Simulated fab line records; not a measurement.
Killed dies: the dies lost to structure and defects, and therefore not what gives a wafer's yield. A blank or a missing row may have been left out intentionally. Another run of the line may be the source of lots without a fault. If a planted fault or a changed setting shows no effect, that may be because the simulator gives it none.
Code-filled problem report in 8D (eight disciplines) form | flow n5 finfet | the parts of the form that need people (team, actions taken, sign-off) are left out

== 1. THE ISSUE ==
M4_ILD_THK at N5_BEOL_M4_THK_MEAS_01 reads a mean of 67.3 nm on 2 wafers of 1 lot; wafers without a fault read 79.0 nm with a standard deviation of 1.3. Relative to the usual mean, that is a shift of -9.0 standard deviations.
Seen first at day 11 03:17 on film metro-02, wafer L302.3. The record has a number at this step for 30 wafers belonging to 10 lots. The rule behind "out" and "out of limits": a value lying over 4 standard deviations away from the usual mean. The rest of the wafers with a number are treated as sound.

== 2. WHAT IT IS, AND WHAT IT ISN'T ==
question                    | is                | is not
which readings at this step | M4_ILD_THK        | -
which lots                  | L302              | L290, L291, L293, L294, L304, L306, L307, L311, L313
which wafers of those lots  | L302.3, L302.4    | L302.1
read on which gauges        | film metro-02     | film metro-01
when                        | from day 11 03:17 | up to then (13 sound wafers); but 15 sound wafers of L304, L306, L307, L311, L313 came after

== 3. THE SUSPECTS, EACH WITH WHAT RULES IT OUT ==
Counting: a tool at a process step up to the reading stays a suspect if it ran every lot that is out. Sound lots after the first of them don't rule it out here, since some wafers of a struck lot are sound.
- the gauge at N5_BEOL_M4_THK_MEAS_01: kept. All the wafers that are out were read on film metro-02, and no step on other tools shows them out.
- pvd sputter-01 at N5_BEOL_M3_ANNEAL_80 (time 240 s): kept. The lot that is out, L302, ran on it at day 11 00:37; the last sound lot it ran before that was L294, at day 8 08:28.
- pvd sputter-01 at N5_BEOL_M3_SPUTTER_81 (material Cu, target thk 4.5 nm, time 8.29 s): kept. The lot that is out, L302, ran on it at day 11 00:45; the last sound lot it ran before that was L294, at day 8 08:37.
- pvd sputter-01 at N5_BEOL_M3_ANNEAL_87 (time 240 s): kept. The lot that is out, L302, ran on it at day 11 01:03; the last sound lot it ran before that was L294, at day 8 08:58.
- pecvd-04 at N5_BEOL_M4_ILD_DEP_00 (deposits SiOC from DEMS/O2, target thk 79 nm, time 15.3 s): kept. The lot that is out, L302, ran on it at day 11 03:13; the last sound lot it ran before that was L294, at day 8 11:15.
- The sound lot-mates ran in chamber 2 of pecvd-04 at N5_BEOL_M4_ILD_DEP_00, but the wafers that are out ran in chamber 0.
Left after counting: pvd sputter-01 at N5_BEOL_M3_ANNEAL_80, pvd sputter-01 at N5_BEOL_M3_SPUTTER_81, pvd sputter-01 at N5_BEOL_M3_ANNEAL_87, pecvd-04 at N5_BEOL_M4_ILD_DEP_00, film metro-02 at N5_BEOL_M4_THK_MEAS_01.

== 4. THE CAUSE (what the simulator had put in) ==
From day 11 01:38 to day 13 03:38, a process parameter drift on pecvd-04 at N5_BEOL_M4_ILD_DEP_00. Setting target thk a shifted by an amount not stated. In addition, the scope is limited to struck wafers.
Counting leaves 5 suspects; this tool is one of them.

== 5. THE EFFECT CHAIN, in route order ==
Each row: a reading where the mean over the struck wafers with a number is more than 3 standard deviations away from the usual. Readings are gone through only where the record gives a usual standard deviation; hours: the median, over the lots, of the time from a lot's start at the first step in this table giving one to that lot's start at this step; sigmas: the change measured in usual standard deviations.
hours | step                   | reading    | usual   | on struck wafers | change | sigmas
0     | N5_BEOL_M4_THK_MEAS_01 | M4_ILD_THK | 79.0 nm | 67.3             | -11.7  | -9.0
Later steps that measure or inspect, where all struck wafers having a row at the step show a number for every such reading and not one has moved that far: N5_BEOL_M4_RC_MEAS_101.

== 6. WHAT WOULD HAVE CAUGHT IT SOONER ==
Counted from the fault's start at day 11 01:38, it took 2 hours until the first out-of-limits reading at a measuring or inspecting step in this record, taken at day 11 03:17.
Tool readings at N5_BEOL_M4_ILD_DEP_00 with a usual standard deviation given in the record: none out on any struck wafer, hence no alarm at a limit of 4 standard deviations on them.
The start of N5_BEOL_M4_ILD_DEP_00 on pecvd-04 came by day 11 03:17 for every one of the lots that are out (1). Tool hold at that time: it would have spared none of them.
